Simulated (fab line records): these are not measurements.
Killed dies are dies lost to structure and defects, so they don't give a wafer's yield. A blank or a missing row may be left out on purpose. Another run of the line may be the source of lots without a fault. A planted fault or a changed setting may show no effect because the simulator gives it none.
Chamber matching ; flow n5-finfet ; rie-si-01 running N5_BEOL_M0_SAQP_MANDREL2_REMOVE_110: 4 sister chambers
The step chemistry HBr/Cl2/O2, target a-Si, stops on SiCN, bt time 10 s. 4 wafers are shown with their chamber, then 8 later ones without.

WAFERS, EACH WITH ITS CHAMBER
wafer;chamber;drypump-motor-current-A (A)
L087.1;0;6.4
L091.1;2;5.3
L091.3;3;5.6
L092.2;1;5.8

WAFERS WITHOUT THEIR CHAMBER
wafer;drypump-motor-current-A (A)
L092.4;5.3
L092.5;5.3
L096.1;6.4
L096.3;5.3
L096.6;5.6
L097.3;5.9
L097.4;5.6
L097.6;5.8

THE CHAMBER EACH PASSED THROUGH
wafer;from the rows above;in truth
L092.4;2;2
L092.5;2;2
L096.1;0;0
L096.3;2;2
L096.6;3;3
L097.3;1;1
L097.4;3;3
L097.6;1;1
8 of 8 placed correctly. Number that these rows cannot place: 0. Wrongly placed: 0.
How it was worked out, from the rows above alone: a wafer's distance from a chamber is the root of the sum, over the readings, of the square of ((its reading less the chamber's mean) divided by the reading's scatter). If the next closest chamber is less than 2 further off than the closest, the wafer can't be placed; otherwise it belongs to the closest. The mean given for a chamber averages the wafers shown for that chamber. The scatter: root of mean squared gap, hidden wafer to nearest shown wafer, with one shown wafer a chamber.
